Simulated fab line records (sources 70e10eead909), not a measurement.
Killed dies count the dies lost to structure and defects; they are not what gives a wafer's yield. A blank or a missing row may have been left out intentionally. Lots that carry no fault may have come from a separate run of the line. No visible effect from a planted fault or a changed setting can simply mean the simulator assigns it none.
Commonality check across tools || flow nandHarc || Lots sampled 11, wafers sampled 33

== REASON FOR OPENING ==
Flagged at NHARC_P_M1_THK_MEAS_24: reading thkNm, on 2 of 11 lots. Fault-free wafers read 158.4 nm, with a standard deviation of 1.3.
Rule: a lot is flagged in two cases, either no wafer of it has a number, or all its wafers with numbers fall more than 4 standard deviations from that mean. The other lots count as sound.

{"lot": "L490", "measured": "day 6 01:36", "on": "filmMetro-01", "thkNm (nm), wafer by wafer": "157.9 157.8 159.8", "flag": ""}
{"lot": "L493", "measured": "day 6 18:03", "on": "filmMetro-02", "thkNm (nm), wafer by wafer": "157.5 159.0 158.3", "flag": ""}
{"lot": "L492", "measured": "day 6 18:35", "on": "filmMetro-01", "thkNm (nm), wafer by wafer": "161.7 159.8 160.0", "flag": ""}
{"lot": "L494", "measured": "day 6 20:24", "on": "filmMetro-01", "thkNm (nm), wafer by wafer": "159.0 158.5 159.6", "flag": ""}
{"lot": "L498", "measured": "day 8 07:10", "on": "filmMetro-01", "thkNm (nm), wafer by wafer": "157.2 156.6 156.9", "flag": ""}
{"lot": "L499", "measured": "day 8 12:02", "on": "filmMetro-01", "thkNm (nm), wafer by wafer": "156.7 160.0 157.2", "flag": ""}
{"lot": "L502", "measured": "day 9 14:53", "on": "filmMetro-02", "thkNm (nm), wafer by wafer": "158.2 158.4 157.0", "flag": ""}
{"lot": "L504", "measured": "day 9 22:22", "on": "filmMetro-01", "thkNm (nm), wafer by wafer": "156.7 157.2 157.3", "flag": ""}
{"lot": "L511", "measured": "day 11 08:17", "on": "filmMetro-02", "thkNm (nm), wafer by wafer": "406.5 408.2 397.1", "flag": "FLAGGED"}
{"lot": "L512", "measured": "day 11 09:22", "on": "filmMetro-01", "thkNm (nm), wafer by wafer": "394.1 393.1 396.3", "flag": "FLAGGED"}
{"lot": "L513", "measured": "day 11 19:26", "on": "filmMetro-01", "thkNm (nm), wafer by wafer": "157.9 157.3 157.7", "flag": ""}
On average the flagged lots read 399.2 nm, which is +240.8 nm against the usual, or +99 or more standard deviations.

== TOOL THAT RAN EACH LOT ==
Before the reading, the record contains 4 process steps out of a 1159-step route. In each cell: the tool, then ch and the chambers that the sampled wafers went through, then the start.
{"lot": "L490", "flag": "", "NHARC_P_M0_ANNEAL_30": "rtpAnneal-01 ch 0, day 5 19:55", "NHARC_P_M1_ETCH_15": "rieDiel-03 ch 0,1,2, day 6 00:55 or earlier", "NHARC_P_M1_ANNEAL_31": "rtpAnneal-02 ch 0, day 6 00:55", "NHARC_P_M1_CMP_23": "cmp-01 ch 0,1,3, day 6 01:19"}
{"lot": "L493", "flag": "", "NHARC_P_M0_ANNEAL_30": "rtpAnneal-01 ch 0, day 6 13:12", "NHARC_P_M1_ETCH_15": "rieDiel-03 ch 1,3, day 6 17:27 or earlier", "NHARC_P_M1_ANNEAL_31": "rtpAnneal-02 ch 0, day 6 17:27", "NHARC_P_M1_CMP_23": "cmp-03 ch 0,1,2, day 6 17:46"}
{"lot": "L492", "flag": "", "NHARC_P_M0_ANNEAL_30": "rtpAnneal-01 ch 0, day 6 13:36", "NHARC_P_M1_ETCH_15": "rieDiel-03 ch 0,3, day 6 17:59 or earlier", "NHARC_P_M1_ANNEAL_31": "rtpAnneal-01 ch 0, day 6 17:59", "NHARC_P_M1_CMP_23": "cmp-01 ch 0,1, day 6 18:17"}
{"lot": "L494", "flag": "", "NHARC_P_M0_ANNEAL_30": "rtpAnneal-01 ch 0, day 6 15:32", "NHARC_P_M1_ETCH_15": "rieDiel-11 ch 1,2,3, day 6 19:44 or earlier", "NHARC_P_M1_ANNEAL_31": "rtpAnneal-01 ch 0, day 6 19:44", "NHARC_P_M1_CMP_23": "cmp-01 ch 0,1,3, day 6 20:05"}
{"lot": "L498", "flag": "", "NHARC_P_M0_ANNEAL_30": "rtpAnneal-01 ch 0, day 8 02:23", "NHARC_P_M1_ETCH_15": "rieDiel-03 ch 0,1,3, day 8 06:33 or earlier", "NHARC_P_M1_ANNEAL_31": "rtpAnneal-02 ch 0, day 8 06:33", "NHARC_P_M1_CMP_23": "cmp-02 ch 0,1,3, day 8 06:52"}
{"lot": "L499", "flag": "", "NHARC_P_M0_ANNEAL_30": "rtpAnneal-02 ch 0, day 8 07:14", "NHARC_P_M1_ETCH_15": "rieDiel-03 ch 0,1,2, day 8 11:23 or earlier", "NHARC_P_M1_ANNEAL_31": "rtpAnneal-01 ch 0, day 8 11:23", "NHARC_P_M1_CMP_23": "cmp-02 ch 0,1,3, day 8 11:44"}
{"lot": "L502", "flag": "", "NHARC_P_M0_ANNEAL_30": "rtpAnneal-01 ch 0, day 9 10:12", "NHARC_P_M1_ETCH_15": "rieDiel-10 ch 0,3, day 9 14:14 or earlier", "NHARC_P_M1_ANNEAL_31": "rtpAnneal-02 ch 0, day 9 14:14", "NHARC_P_M1_CMP_23": "cmp-02 ch 1,3, day 9 14:37"}
{"lot": "L504", "flag": "", "NHARC_P_M0_ANNEAL_30": "rtpAnneal-01 ch 0, day 9 17:33", "NHARC_P_M1_ETCH_15": "rieDiel-11 ch 0,1,3, day 9 21:43 or earlier", "NHARC_P_M1_ANNEAL_31": "rtpAnneal-01 ch 0, day 9 21:43", "NHARC_P_M1_CMP_23": "cmp-03 ch 0,3, day 9 22:04"}
{"lot": "L511", "flag": "FLAGGED", "NHARC_P_M0_ANNEAL_30": "rtpAnneal-01 ch 0, day 11 03:23", "NHARC_P_M1_ETCH_15": "rieDiel-10 ch 1,2,3, day 11 07:37 or earlier", "NHARC_P_M1_ANNEAL_31": "rtpAnneal-01 ch 0, day 11 07:37", "NHARC_P_M1_CMP_23": "cmp-01 ch 0,2,3, day 11 07:58"}
{"lot": "L512", "flag": "FLAGGED", "NHARC_P_M0_ANNEAL_30": "rtpAnneal-02 ch 0, day 11 04:16", "NHARC_P_M1_ETCH_15": "rieDiel-10 ch 1,2,3, day 11 08:43 or earlier", "NHARC_P_M1_ANNEAL_31": "rtpAnneal-01 ch 0, day 11 08:43", "NHARC_P_M1_CMP_23": "cmp-03 ch 0,1,3, day 11 09:07"}
{"lot": "L513", "flag": "", "NHARC_P_M0_ANNEAL_30": "rtpAnneal-02 ch 0, day 11 14:02", "NHARC_P_M1_ETCH_15": "rieDiel-03 ch 1,3, day 11 18:49 or earlier", "NHARC_P_M1_ANNEAL_31": "rtpAnneal-02 ch 0, day 11 18:49", "NHARC_P_M1_CMP_23": "cmp-02 ch 0,3, day 11 19:07"}
What the steps here do:
- NHARC_P_M0_ANNEAL_30: time 90 s.
- NHARC_P_M1_ETCH_15: etches the open film in C4F8/Ar, target depth 182.5 nm, time 91.2 s.
- NHARC_P_M1_ANNEAL_31: time 90 s.
- NHARC_P_M1_CMP_23: polishes, t overpolish 20 s, target thk 157.82 nm.
- NHARC_P_M1_THK_MEAS_24: measures by xrf.

== FLAGGED AGAINST TOTAL, ONE TOOL AT A TIME (gauges that did the reading follow at the end) ==
{"step": "NHARC_P_M0_ANNEAL_30", "tool": "rtpAnneal-01", "lots run": 8, "flagged": 1, "share of the flagged lots": "some", "sound lots run after its first flagged lot": 0}
{"step": "NHARC_P_M0_ANNEAL_30", "tool": "rtpAnneal-02", "lots run": 3, "flagged": 1, "share of the flagged lots": "some", "sound lots run after its first flagged lot": "1 (L513)"}
{"step": "NHARC_P_M1_ETCH_15", "tool": "rieDiel-03", "lots run": 6, "flagged": 0, "share of the flagged lots": "none", "sound lots run after its first flagged lot": "-"}
{"step": "NHARC_P_M1_ETCH_15", "tool": "rieDiel-10", "lots run": 3, "flagged": 2, "share of the flagged lots": "all", "sound lots run after its first flagged lot": 0}
{"step": "NHARC_P_M1_ETCH_15", "tool": "rieDiel-11", "lots run": 2, "flagged": 0, "share of the flagged lots": "none", "sound lots run after its first flagged lot": "-"}
{"step": "NHARC_P_M1_ANNEAL_31", "tool": "rtpAnneal-01", "lots run": 6, "flagged": 2, "share of the flagged lots": "all", "sound lots run after its first flagged lot": 0}
{"step": "NHARC_P_M1_ANNEAL_31", "tool": "rtpAnneal-02", "lots run": 5, "flagged": 0, "share of the flagged lots": "none", "sound lots run after its first flagged lot": "-"}
{"step": "NHARC_P_M1_CMP_23", "tool": "cmp-01", "lots run": 4, "flagged": 1, "share of the flagged lots": "some", "sound lots run after its first flagged lot": 0}
{"step": "NHARC_P_M1_CMP_23", "tool": "cmp-02", "lots run": 4, "flagged": 0, "share of the flagged lots": "none", "sound lots run after its first flagged lot": "-"}
{"step": "NHARC_P_M1_CMP_23", "tool": "cmp-03", "lots run": 3, "flagged": 1, "share of the flagged lots": "some", "sound lots run after its first flagged lot": 0}
{"step": "NHARC_P_M1_THK_MEAS_24", "tool": "filmMetro-01", "lots run": 8, "flagged": 1, "share of the flagged lots": "some", "sound lots run after its first flagged lot": "1 (L513)"}
{"step": "NHARC_P_M1_THK_MEAS_24", "tool": "filmMetro-02", "lots run": 3, "flagged": 1, "share of the flagged lots": "some", "sound lots run after its first flagged lot": 0}
With no start given for some of its lots, NHARC_P_M1_ETCH_15 uses the hours and lot order of NHARC_P_M1_ANNEAL_31.

== THE TABLE: WHAT IT ALLOWS ==
In 2 table rows, all flagged lots were run: rieDiel-10 (NHARC_P_M1_ETCH_15), rtpAnneal-01 (NHARC_P_M1_ANNEAL_31).
- rieDiel-10 at NHARC_P_M1_ETCH_15: 2 of its 3 lots flagged. Last sound lot L502 at day 9 14:14, first flagged lot L511 at day 11 07:37; a fault beginning in between fits.
- rtpAnneal-01 at NHARC_P_M1_ANNEAL_31: 2 of its 6 lots flagged. Last sound lot L504 at day 9 21:43, first flagged lot L511 at day 11 07:37; a fault beginning in between fits.
Counting lots can't tell these 2 tools apart, because each fits a fault that began at some hour. More lots, or a look at what each step does to the wafer, might.

== WHAT HAD BEEN PUT IN BY THE SIMULATOR ==
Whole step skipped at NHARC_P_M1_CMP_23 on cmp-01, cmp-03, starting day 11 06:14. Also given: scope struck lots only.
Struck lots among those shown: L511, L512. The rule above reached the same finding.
